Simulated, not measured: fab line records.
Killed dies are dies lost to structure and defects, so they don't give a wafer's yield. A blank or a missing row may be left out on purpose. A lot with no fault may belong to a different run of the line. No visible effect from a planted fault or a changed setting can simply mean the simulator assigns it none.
fab line records + flow n5Finfet
[record]
- lots = 11
- wafers = 32
- lastDay = 21
route steps=1938 shown BEOL_M5@1181 PAD_METAL@1893 PASSIVATION@1911
lots that met no fault: taken from a fault-free run of the same line
startH: hours from the record's opening day to when the first of the lot's shown wafers began + waitH: hours since the lot's step before + " identical to the entry in the row above + L1.1+2: a single row standing in for several wafers + - no value present, or no start provided + * or withheld: withheld + < > ~ a bound
route shown NAME@n: NAME is a module with steps in the file, n the number in the route of the first one + usual: the fault-free wafers' mean and standard deviation + same: alike in all rows + chamber/n: place in a boat + sites: per-site readings + _std_site: how widely they spread, as a standard deviation + _edge_site: mean of outer sites minus mean of inner sites + radiusMm: for every site, how far away it sits from the centre of the wafer + mask NAME#n: copy n + behind: the most recent tool/chamber to have shaped the wafer + hold: reason for holding the lot/hours on hold/outcome of the hold + device: which transistor (n, p or np) failed to switch + end of line: tests run on the same wafers once the route is complete + a step without rows: its recipe alone + killed: dies lost to structure and defects at the first sort, not the wafer's yield + map: the dies of a wafer, with x for killed, . for not killed, _ for no die there
set.NAME: the setting as run; set.NAME@STEP: as run at that earlier step + model.NAME: the simulator's own value behind a step, which no gauge read
one table for each step of the route and one row for each wafer, over a sample of lots
services: when a tool's chamber went out of use (startH, in hours from the record's first day, below 0 if earlier), for how many hours, and the reason
[[steps]]
[step N5_BEOL_M5_SPUTTER_88]
[recipe]
- material = Cu
- targetThkA = 150
- tempC = -20
- chamberPressurePa = 0.07
- powerW = withheld
- timeS = 27.62
[usual]
- throttleValvePct = 29.9/0.75
| lot.wafer | tool          | chamber | startH | waitH | throttleValvePct |
|-----------|---------------|---------|--------|-------|------------------|
| L748.1    | pvdSputter-03 | -       | 251.89 | 0.5   | 28.7             |
| L748.4    | "             | -       | "      | "     | 30.5             |
| L748.6    | "             | -       | "      | "     | 30.2             |
| L751.2    | pvdSputter-03 | -       | 270.27 | 0.5   | 31.0             |
| L751.3    | "             | -       | "      | "     | 28.9             |
| L751.5    | "             | -       | "      | "     | 29.4             |
| L750.2    | pvdSputter-01 | -       | 280.57 | 0.5   | 29.4             |
| L750.4    | "             | -       | "      | "     | 29.4             |
| L750.6    | "             | -       | "      | "     | 29.4             |
| L749.2    | pvdSputter-03 | -       | 283.98 | 0.5   | 29.6             |
| L749.4    | "             | -       | "      | "     | 29.1             |
| L754.2    | pvdSputter-02 | -       | 287.77 | 0.5   | 30.6             |
| L754.4    | "             | -       | "      | "     | 29.5             |
| L754.5    | "             | -       | "      | "     | 29.9             |
| L756.3    | pvdSputter-03 | -       | 298.15 | 0.5   | 28.7             |
| L756.4    | "             | -       | "      | "     | 31.2             |
| L756.6    | "             | -       | "      | "     | 30.1             |
| L764.3    | pvdSputter-01 | -       | 339.09 | 0.5   | 29.4             |
| L764.4    | "             | -       | "      | "     | 31.0             |
| L764.6    | "             | -       | "      | "     | 29.7             |
| L763.1    | pvdSputter-01 | -       | 367.10 | 0.5   | 29.9             |
| L763.2    | "             | -       | "      | "     | 30.9             |
| L763.4    | "             | -       | "      | "     | 29.5             |
| L766.2    | pvdSputter-01 | -       | 372.29 | 0.5   | 29.9             |
| L766.3    | "             | -       | "      | "     | 31.0             |
| L766.5    | "             | -       | "      | "     | 29.6             |
| L768.2    | pvdSputter-03 | -       | 378.26 | 0.5   | 31.1             |
| L768.3    | "             | -       | "      | "     | 28.6             |
| L768.4    | "             | -       | "      | "     | 29.5             |
| L767.2    | pvdSputter-03 | -       | 398.62 | 0.5   | 31.3             |
| L767.3    | "             | -       | "      | "     | 30.3             |
| L767.6    | "             | -       | "      | "     | 30.3             |
[step N5_PASSIVATION_DEGAS_18]
[recipe]
- ambient = vacuum
- tempC = 300
- timeS = 60
[usual]
- heaterPowerW = 437/41
| lot.wafer | tool          | chamber | startH | waitH | heaterPowerW |
|-----------|---------------|---------|--------|-------|--------------|
| L748.1    | pvdSputter-01 | -       | 350.86 | 0.3   | 505          |
| L748.4    | "             | -       | "      | "     | 401          |
| L748.6    | "             | -       | "      | "     | 498          |
| L751.2    | pvdSputter-01 | -       | 361.42 | 0.0   | 433          |
| L751.3    | "             | -       | "      | "     | 526          |
| L751.5    | "             | -       | "      | "     | 414          |
| L749.2    | pvdSputter-03 | -       | 364.68 | 0.0   | 462          |
| L749.4    | "             | -       | "      | "     | 371          |
| L750.2    | pvdSputter-02 | -       | 364.99 | 0.2   | 479          |
| L750.4    | "             | -       | "      | "     | 431          |
| L750.6    | "             | -       | "      | "     | 400          |
| L754.2    | pvdSputter-01 | -       | 389.34 | 0.4   | 453          |
| L754.4    | "             | -       | "      | "     | 472          |
| L754.5    | "             | -       | "      | "     | 417          |
| L756.3    | pvdSputter-03 | -       | 400.54 | 0.3   | 453          |
| L756.4    | "             | -       | "      | "     | 467          |
| L756.6    | "             | -       | "      | "     | 433          |
| L764.3    | pvdSputter-02 | -       | 442.08 | 1.0   | 392          |
| L764.4    | "             | -       | "      | "     | 429          |
| L764.6    | "             | -       | "      | "     | 484          |
| L763.1    | pvdSputter-01 | -       | 461.50 | 0.7   | 410          |
| L763.2    | "             | -       | "      | "     | 516          |
| L763.4    | "             | -       | "      | "     | 458          |
| L766.2    | pvdSputter-02 | -       | 485.98 | 0.5   | 475          |
| L766.3    | "             | -       | "      | "     | 386          |
| L766.5    | "             | -       | "      | "     | 439          |
| L767.2    | pvdSputter-03 | -       | 489.31 | 0.5   | 410          |
| L767.3    | "             | -       | "      | "     | 461          |
| L767.6    | "             | -       | "      | "     | 421          |
| L768.2    | pvdSputter-02 | -       | 489.32 | 0.3   | 423          |
| L768.3    | "             | -       | "      | "     | 390          |
| L768.4    | "             | -       | "      | "     | 386          |
[step N5_PASSIVATION_SPUTTER_20]
[recipe]
- material = TaN
- targetThkA = 500
- tempC = 25
- chamberPressurePa = 0.4
[usual]
- throttleValvePct = 29.9/0.7
| lot.wafer | tool          | chamber | startH | waitH | throttleValvePct |
|-----------|---------------|---------|--------|-------|------------------|
| L748.1    | pvdSputter-01 | -       | 350.94 | 0.0   | 29.6             |
| L748.4    | "             | -       | "      | "     | 31.2             |
| L748.6    | "             | -       | "      | "     | 29.6             |
| L751.2    | pvdSputter-01 | -       | 361.50 | 0.0   | 29.1             |
| L751.3    | "             | -       | "      | "     | 29.6             |
| L751.5    | "             | -       | "      | "     | 31.0             |
| L749.2    | pvdSputter-03 | -       | 364.76 | 0.0   | 30.4             |
| L749.4    | "             | -       | "      | "     | 29.0             |
| L750.2    | pvdSputter-02 | -       | 365.07 | 0.0   | 30.4             |
| L750.4    | "             | -       | "      | "     | 29.7             |
| L750.6    | "             | -       | "      | "     | 29.4             |
| L754.2    | pvdSputter-01 | -       | 389.42 | 0.0   | 29.6             |
| L754.4    | "             | -       | "      | "     | 29.6             |
| L754.5    | "             | -       | "      | "     | 31.1             |
| L756.3    | pvdSputter-03 | -       | 400.62 | 0.0   | 31.2             |
| L756.4    | "             | -       | "      | "     | 29.9             |
| L756.6    | "             | -       | "      | "     | 29.4             |
| L764.3    | pvdSputter-02 | -       | 442.16 | 0.0   | 29.7             |
| L764.4    | "             | -       | "      | "     | 29.9             |
| L764.6    | "             | -       | "      | "     | 30.6             |
| L763.1    | pvdSputter-01 | -       | 461.58 | 0.0   | 31.2             |
| L763.2    | "             | -       | "      | "     | 29.3             |
| L763.4    | "             | -       | "      | "     | 29.3             |
| L766.2    | pvdSputter-02 | -       | 486.06 | 0.0   | 30.6             |
| L766.3    | "             | -       | "      | "     | 29.2             |
| L766.5    | "             | -       | "      | "     | 30.0             |
| L767.2    | pvdSputter-03 | -       | 489.39 | 0.0   | 29.7             |
| L767.3    | "             | -       | "      | "     | 30.4             |
| L767.6    | "             | -       | "      | "     | 29.6             |
| L768.2    | pvdSputter-02 | -       | 489.40 | 0.0   | 30.1             |
| L768.3    | "             | -       | "      | "     | 29.3             |
| L768.4    | "             | -       | "      | "     | 29.6             |
[step N5_PASSIVATION_STRIP_34]
[recipe]
- chemistry = O2
- powerW = 600
- tempC = 60
- pressureMtorr = 30
- rfFrequencyHz = 6e+07
- biasPowerW = 0
- overashFraction = 2
- o2FlowSccm = 225
[usual]
- drypumpMotorCurrentA = 5.68/0.2
- oesProductAu = 0.79/0.077
- rfVppV = 3.5/1.4
- showerheadPlenumPTorr = 2.05/0.067
- throttleValvePct = 16.67/0.25
| lot.wafer | tool       | chamber | startH | waitH | drypumpMotorCurrentA | oesProductAu | rfHoursCounterH | rfVppV | showerheadPlenumPTorr | throttleValvePct |
|-----------|------------|---------|--------|-------|----------------------|--------------|-----------------|--------|-----------------------|------------------|
| L748.1    | rieDiel-04 | 3       | 352.27 | 0.2   | 5.22                 | 0.69         | 223             | 3.9    | 2.17                  | 17.13            |
| L748.4    | "          | 0       | "      | "     | 5.84                 | 0.82         | 69              | 3.4    | 2.06                  | 16.87            |
| L748.6    | "          | 0       | "      | "     | 5.88                 | 0.84         | -               | 3.3    | 2.06                  | 16.85            |
| L751.2    | rieDiel-04 | 1       | 362.78 | 0.1   | 5.97                 | 0.86         | 59              | 2.2    | 2.05                  | 16.55            |
| L751.3    | "          | 3       | "      | "     | 5.24                 | 0.70         | 226             | 6.1    | 2.16                  | 17.14            |
| L751.5    | "          | 3       | "      | "     | 5.25                 | 0.70         | -               | 2.3    | 2.16                  | 17.20            |
| L749.2    | rieDiel-03 | 1       | 366.14 | 0.1   | 5.79                 | 0.70         | 187             | 1.3    | 2.00                  | 16.97            |
| L749.4    | "          | 2       | "      | "     | 5.95                 | 0.68         | 243             | 2.4    | 2.14                  | 16.84            |
| L750.2    | rieDiel-01 | 2       | 366.47 | 0.1   | 5.62                 | 0.70         | 227             | 3.3    | 2.07                  | 17.22            |
| L750.4    | "          | 1       | "      | "     | 5.54                 | 0.78         | 133             | 3.1    | 2.16                  | 16.69            |
| L750.6    | "          | 3       | "      | "     | 5.86                 | 0.85         | -               | 2.7    | 2.02                  | 16.22            |
| L754.2    | rieDiel-03 | 0       | 390.73 | 0.1   | 5.54                 | 0.91         | 19              | 3.5    | 2.07                  | 16.43            |
| L754.4    | "          | 1       | "      | "     | 5.79                 | 0.69         | -               | 1.2    | 2.00                  | 16.98            |
| L754.5    | "          | 3       | "      | "     | 5.67                 | 0.73         | -               | 1.6    | 1.95                  | 16.56            |
| L756.3    | rieDiel-04 | 1       | 402.01 | 0.1   | 5.89                 | 0.84         | 71              | 2.7    | 2.04                  | 16.51            |
| L756.4    | "          | 2       | "      | "     | 5.39                 | 0.88         | 51              | 4.8    | 2.14                  | 16.51            |
| L756.6    | "          | 2       | "      | "     | 5.41                 | 0.87         | -               | 6.0    | 2.14                  | 16.48            |
| L764.3    | rieDiel-04 | 2       | 443.42 | 0.1   | 5.39                 | 0.84         | 68              | 2.5    | 2.13                  | 16.54            |
| L764.4    | "          | 1       | "      | "     | 5.92                 | 0.81         | 88              | 3.6    | 2.04                  | 16.61            |
| L764.6    | "          | 1       | "      | "     | 5.92                 | 0.82         | -               | 4.6    | 2.04                  | 16.62            |
| L763.1    | rieDiel-01 | 3       | 463.28 | 0.1   | 5.87                 | 0.83         | 89              | 2.8    | 2.01                  | 16.28            |
| L763.2    | "          | 1       | "      | "     | 5.57                 | 0.75         | 167             | 3.4    | 2.15                  | 16.72            |
| L763.4    | "          | 2       | "      | "     | 5.64                 | 0.97         | 4               | 4.8    | 2.06                  | 16.74            |
| L766.2    | rieDiel-03 | 2       | 487.32 | 0.1   | 5.95                 | 0.90         | 29              | 2.9    | 2.13                  | 16.41            |
| L766.3    | "          | 3       | "      | "     | 5.65                 | 0.69         | 242             | 2.5    | 1.94                  | 16.61            |
| L766.5    | "          | 3       | "      | "     | 5.61                 | 0.69         | -               | 1.7    | 1.94                  | 16.66            |
| L767.2    | rieDiel-03 | 0       | 490.66 | 0.1   | 5.52                 | 0.84         | 62              | 2.8    | 2.05                  | 16.51            |
| L767.3    | "          | 3       | "      | "     | 5.64                 | 0.70         | 244             | 3.0    | 1.94                  | 16.59            |
| L767.6    | "          | 1       | "      | "     | 5.80                 | 0.69         | -               | 3.2    | 1.99                  | 17.05            |
| L768.2    | rieDiel-03 | 1       | 490.82 | 0.1   | 5.76                 | 0.69         | 230             | 2.4    | 1.99                  | 17.07            |
| L768.3    | "          | 3       | "      | "     | 5.67                 | 0.69         | 244             | 2.2    | 1.94                  | 16.69            |
| L768.4    | "          | 0       | "      | "     | 5.52                 | 0.81         | 63              | 2.5    | 2.05                  | 16.48            |
[step N5_PASSIVATION_PROBE_49]
[usual]
- defectLimitedYield = 90.9/1.6
- killed_at_M0_to_M3 = 37/11
- killed_at_M4_up = 15/5.6
- killedAtContacts = 13/6.4
- killedAtFrontEnd = 39/11
- killedAtOther = 4/3.1
- killedDies = 107/19
- killedOnRim = 14/4.3
- killedOpen = 71/14
- killedShort = 34/7.8
- sort_bin_5_function = 5.3/1
- sort_bin_6_memory = 3.4/0.72
- sort_bin_8_speed = 0.0/0.42
- sortNPass = 1072/20
- sortYieldPct = 90.9/1.7
[same]
- grossDies = 1180
- killedAtBackSide = 0
- sort_bin_4_leakage[%] = 0
| lot.wafer | tool      | chamber | startH | waitH | defectLimitedYield[%] | killed_at_M0_to_M3 | killed_at_M4_up | killedAtContacts | killedAtFrontEnd | killedAtOther | killedDies | killedOnRim | killedOpen | killedShort | sort_bin_5_function[%] | sort_bin_6_memory[%] | sort_bin_8_speed[%] | sortNPass | sortYieldPct[%] |
|-----------|-----------|---------|--------|-------|-----------------------|--------------------|-----------------|------------------|------------------|---------------|------------|-------------|------------|-------------|------------------------|----------------------|---------------------|-----------|-----------------|
| L748.1    | prober-02 | -       | 356.74 | 0.3   | 92.9                  | 28                 | 18              | 8                | 29               | 1             | 84         | 5           | 62         | 20          | 4.1                    | 3.0                  | 0                   | 1096      | 92.9            |
| L748.4    | prober-02 | -       | 356.89 | 0.5   | 91.3                  | 27                 | 18              | 12               | 44               | 2             | 103        | 15          | 66         | 34          | 5.4                    | 3.0                  | 0.1                 | 1077      | 91.3            |
| L748.6    | prober-02 | -       | 356.99 | 0.6   | 91.1                  | 36                 | 14              | 5                | 43               | 7             | 105        | 8           | 68         | 32          | 5.3                    | 3.3                  | 0                   | 1075      | 91.1            |
| L749.2    | prober-01 | -       | 370.53 | 0.1   | 91.1                  | 43                 | 14              | 10               | 32               | 6             | 105        | 16          | 62         | 38          | 4.7                    | 3.6                  | 0                   | 1075      | 91.1            |
| L749.4    | prober-01 | -       | 370.63 | 0.2   | 94.2                  | 21                 | 15              | 4                | 27               | 2             | 69         | 13          | 40         | 25          | 3.7                    | 2.1                  | 0                   | 1111      | 94.2            |
| L750.2    | prober-02 | -       | 370.95 | 0.1   | 90.9                  | 44                 | 26              | 4                | 31               | 2             | 107        | 11          | 79         | 27          | 5.7                    | 3.0                  | 0                   | 1073      | 90.9            |
| L750.4    | prober-02 | -       | 371.05 | 0.2   | 92.0                  | 41                 | 10              | 6                | 34               | 3             | 94         | 8           | 60         | 31          | 4.5                    | 3.1                  | 0                   | 1086      | 92.0            |
| L750.6    | prober-02 | -       | 371.15 | 0.3   | 92.3                  | 30                 | 15              | 9                | 37               | 0             | 91         | 11          | 64         | 25          | 5.3                    | 2.2                  | 0                   | 1089      | 92.3            |
| L754.2    | prober-02 | -       | 395.33 | 0.1   | 92.5                  | 35                 | 18              | 17               | 17               | 2             | 89         | 12          | 65         | 21          | 4.4                    | 3.0                  | 0                   | 1091      | 92.5            |
| L754.4    | prober-02 | -       | 395.43 | 0.2   | 91.4                  | 33                 | 29              | 15               | 25               | 0             | 102        | 16          | 66         | 33          | 5.4                    | 2.7                  | 0                   | 1078      | 91.4            |
| L754.5    | prober-02 | -       | 395.48 | 0.2   | 92.7                  | 43                 | 12              | 4                | 19               | 8             | 86         | 12          | 58         | 26          | 3.9                    | 2.9                  | 0                   | 1094      | 92.7            |
| L756.3    | prober-01 | -       | 406.32 | 0.1   | 83.9                  | 41                 | 91              | 11               | 36               | 11            | 190        | 27          | 76         | 29          | 10.2                   | 3.8                  | 0.1                 | 989       | 83.8            |
| L756.4    | prober-01 | -       | 406.37 | 0.2   | 88.5                  | 42                 | 14              | 12               | 55               | 13            | 136        | 16          | 103        | 31          | 7.3                    | 3.8                  | 0                   | 1044      | 88.5            |
| L756.6    | prober-01 | -       | 406.47 | 0.3   | 90.3                  | 35                 | 7               | 25               | 43               | 4             | 114        | 11          | 85         | 28          | 5.2                    | 4.2                  | 0.2                 | 1064      | 90.2            |
| L763.1    | prober-02 | -       | 467.60 | 0.0   | 93.1                  | 32                 | 7               | 8                | 32               | 2             | 81         | 9           | 49         | 28          | 3.1                    | 3.1                  | 0                   | 1099      | 93.1            |
| L763.2    | prober-02 | -       | 467.65 | 0.1   | 94.7                  | 21                 | 12              | 11               | 17               | 2             | 63         | 7           | 40         | 23          | 3.3                    | 1.7                  | 0                   | 1117      | 94.7            |
| L763.4    | prober-02 | -       | 467.75 | 0.2   | 93.6                  | 17                 | 12              | 3                | 42               | 1             | 75         | 9           | 49         | 26          | 4.3                    | 1.7                  | 0                   | 1105      | 93.6            |
// killed by level:class
L748.1 BEOL_M3:geometricParticle:open=11 BEOL_M4:geometricParticle:open=9 STI_FIN_REVEAL:geometricParticle:open=7 MOL_CONTACT_COAG:geometricParticle:open=5 DUMMY_GATE:geometricParticle:open=4 BEOL_M0_SAQP:geometricParticle:short=4 BEOL_M1:geometricParticle:open=4 BEOL_M2:geometricParticle:open=4
L748.4 STI_FIN_REVEAL:geometricParticle:open=9 BEOL_M3:geometricParticle:open=9 BEOL_M4:geometricParticle:open=8 MOL_CONTACT_COAG:geometricParticle:open=8 GATE_CUT:geometricParticle:short=6 FIN_SAQP:geometricParticle:open=5 GATE_CUT:geometricParticle:open=4 MOL_CONTACT_COAG:geometricParticle:short=4
L748.6 FIN_SAQP:geometricParticle:open=13 BEOL_M1:geometricParticle:open=10 GATE_CUT:geometricParticle:short=8 BEOL_M2:geometricParticle:open=8 BEOL_M3:geometricParticle:open=8 DUMMY_GATE:geometricParticle:open=6 FIN_SAQP:geometricParticle:short=5 BEOL_M4:geometricParticle:open=5
L749.2 BEOL_M0_SAQP:geometricParticle:open=15 BEOL_M0_SAQP:geometricParticle:short=13 GATE_CUT:geometricParticle:short=9 MOL_CONTACT_COAG:geometricParticle:open=7 FIN_SAQP:geometricParticle:open=6 GATE_CUT:geometricParticle:open=5 BEOL_M1:geometricParticle:open=5 BEOL_M4:geometricParticle:open=4
L749.4 BEOL_M0_SAQP:geometricParticle:short=7 BEOL_M4:geometricParticle:open=6 DUMMY_GATE:geometricParticle:open=4 GATE_CUT:geometricParticle:open=4 FIN_SAQP:geometricParticle:short=3 FIN_SAQP:geometricParticle:open=3 GATE_CUT:geometricParticle:short=3 BEOL_M0_SAQP:geometricParticle:open=3
L750.2 BEOL_M0_SAQP:geometricParticle:open=15 BEOL_M4:geometricParticle:open=12 BEOL_M2:geometricParticle:open=11 BEOL_M3:geometricParticle:open=7 STI_FIN_REVEAL:geometricParticle:open=6 FIN_SAQP:geometricParticle:open=5 BEOL_M0_SAQP:geometricParticle:short=5 GATE_CUT:geometricParticle:open=4
L750.4 BEOL_M0_SAQP:geometricParticle:open=11 DUMMY_GATE:geometricParticle:open=8 BEOL_M0_SAQP:geometricParticle:short=8 BEOL_M3:geometricParticle:open=7 BEOL_M4:geometricParticle:open=6 BEOL_M2:geometricParticle:open=6 STI_FIN_REVEAL:geometricParticle:open=5 GATE_CUT:geometricParticle:short=4
L750.6 BEOL_M4:geometricParticle:open=9 FIN_SAQP:geometricParticle:open=7 STI_FIN_REVEAL:geometricParticle:open=7 MOL_CONTACT_COAG:geometricParticle:open=7 BEOL_M2:geometricParticle:open=7 BEOL_M3:geometricParticle:open=7 BEOL_M1:geometricParticle:open=4 STARTING-WAFER:geometricParticle:short=4
L754.2 MOL_CONTACT_COAG:geometricParticle:open=14 BEOL_M2:geometricParticle:open=13 BEOL_M4:geometricParticle:open=9 STI_FIN_REVEAL:geometricParticle:open=5 BEOL_M3:geometricParticle:open=5 FIN_SAQP:geometricParticle:open=3 GATE_CUT:geometricParticle:short=3 MOL_CONTACT_COAG:geometricParticle:short=3
L754.4 BEOL_M4:geometricParticle:open=16 MOL_CONTACT_COAG:geometricParticle:open=13 BEOL_M1:geometricParticle:open=10 FIN_SAQP:geometricParticle:short=9 BEOL_M0_SAQP:geometricParticle:short=5 FIN_SAQP:geometricParticle:open=4 BEOL_M0:geometricParticle:short=4 BEOL_M4:geometricParticle:short=4
L754.5 BEOL_M1:geometricParticle:open=12 BEOL_M2:geometricParticle:open=8 BEOL_M0_SAQP:geometricParticle:open=5 BEOL_M0_SAQP:geometricParticle:short=5 BEOL_M0:geometricParticle:open=4 FIN_SAQP:geometricParticle:open=3 ILD0:geometricParticle:open=3 MOL_CONTACT_COAG:geometricParticle:open=3
L756.3 BEOL_M5:unspecified=83 BEOL_M2:geometricParticle:open=14 FIN_SAQP:geometricParticle:open=13 MOL_CONTACT_COAG:geometricParticle:open=10 BEOL_M1:geometricParticle:open=8 STI_FIN_REVEAL:geometricParticle:open=7 FIN_SAQP:geometricParticle:short=6 BEOL_M0_SAQP:geometricParticle:open=5
L756.4 STI_FIN_REVEAL:geometricParticle:open=25 FIN_SAQP:geometricParticle:open=15 MOL_CONTACT_COAG:geometricParticle:open=12 BEOL_M0_SAQP:geometricParticle:open=8 BEOL_M0_SAQP:geometricParticle:short=8 BEOL_M2:geometricParticle:open=6 BEOL_M0:geometricParticle:open=5 BEOL_M3:geometricParticle:open=5
L756.6 MOL_CONTACT_COAG:geometricParticle:open=21 STI_FIN_REVEAL:geometricParticle:open=12 BEOL_M2:geometricParticle:open=10 FIN_SAQP:geometricParticle:open=9 BEOL_M1:geometricParticle:open=9 DUMMY_GATE:geometricParticle:open=4 GATE_CUT:geometricParticle:short=4 MOL_CONTACT_COAG:geometricParticle:short=4
L763.1 BEOL_M3:geometricParticle:open=10 BEOL_M1:geometricParticle:open=8 MOL_CONTACT_COAG:geometricParticle:open=6 FIN_SAQP:geometricParticle:open=5 GATE_CUT:geometricParticle:short=4 BEOL_M0_SAQP:geometricParticle:open=4 STARTING-WAFER:geometricParticle:short=4 ILD0:geometricParticle:open=3
L763.2 FIN_SAQP:geometricParticle:short=9 MOL_CONTACT_COAG:geometricParticle:open=9 BEOL_M2:geometricParticle:open=7 BEOL_M3:geometricParticle:open=4 BEOL_M4:geometricParticle:open=4 BEOL_M0:geometricParticle:open=3 BEOL_M1:geometricParticle:short=3 BEOL_M6:geometricParticle:open=3
L763.4 STI_FIN_REVEAL:geometricParticle:open=11 FIN_SAQP:geometricParticle:open=6 ILD0:geometricParticle:short=5 ILD0:geometricParticle:open=4 BEOL_M0:geometricParticle:open=4 BEOL_M2:geometricParticle:open=3 BEOL_M4:geometricParticle:open=3 BEOL_M5:geometricParticle:open=3
[[services]]
| tool          | chamber | startH | hours | kind                        |
|---------------|---------|--------|-------|-----------------------------|
| rieDiel-03    | 2       | 238.86 | 1.8   | repair                      |
| rieDiel-03    | 3       | 254.51 | 19.3  | repair                      |
| rieDiel-03    | 3       | 289.92 | 5.3   | repair                      |
| rieDiel-04    | 0       | 298.90 | 4.3   | repair                      |
| rieDiel-03    | 0       | 309.46 | -     | clean                       |
| rieDiel-03    | 0       | 309.46 | -     | consumableReplace:focusRing |
| rieDiel-03    | 0       | 309.46 | 30.7  | scheduledDown               |
| rieDiel-03    | 0       | 309.46 | 30.7  | ventCycle                   |
| rieDiel-04    | 2       | 332.82 | 4.0   | repair                      |
| rieDiel-03    | 2       | 390.73 | -     | clean                       |
| rieDiel-03    | 2       | 390.73 | -     | consumableReplace:focusRing |
| rieDiel-03    | 2       | 390.73 | 25.9  | scheduledDown               |
| rieDiel-03    | 2       | 390.73 | 25.9  | ventCycle                   |
| rieDiel-01    | 0       | 394.03 | 3.4   | repair                      |
| rieDiel-04    | 3       | 403.00 | 26.1  | repair                      |
| rieDiel-01    | 1       | 409.37 | 8.5   | repair                      |
| rieDiel-03    | 1       | 417.77 | 8.0   | repair                      |
| rieDiel-01    | 2       | 426.22 | -     | clean                       |
| rieDiel-01    | 2       | 426.22 | -     | consumableReplace:focusRing |
| rieDiel-01    | 2       | 426.22 | 24.0  | scheduledDown               |
| rieDiel-03    | 2       | 439.39 | 1.4   | repair                      |
| pvdSputter-02 | -       | 472.31 | 0.6   | repair                      |
| rieDiel-04    | 3       | 476.30 | 4.0   | repair                      |
| pvdSputter-01 | -       | 481.99 | 1.0   | repair                      |
[[key]]
[firstSign]
- step = N5_PASSIVATION_PROBE_49
- reading = killed_at_M4_up
- direction = up
- sigmas = 14
- usual = 15
- struck = 91
[effect]
- step = N5_PASSIVATION_PROBE_49
- reading = defectLimitedYield
- direction = down
- sigmas = 4.4
- usual = 90.9
- struck = 83.9
[moreKillsBornAt]
- N5_BEOL_M5_SPUTTER_88@pvdSputter-03 = 83
metAt N5_BEOL_M5_SPUTTER_88
struckLots L756
struckWafers L756.3
notActingAt N5_PASSIVATION_DEGAS_18,N5_PASSIVATION_SPUTTER_20,N5_PASSIVATION_STRIP_34
onsetBetween 283.98 298.15
[fault]
- kind = chamberParticleSource
- tool = pvdSputter-03
- chamber = -
- onsetH = 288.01
- steps = N5_BEOL_M5_SPUTTER_88
- ratePerVisitCm2 = 0.81304
- endH = 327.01
- scope = struckWafersOnly
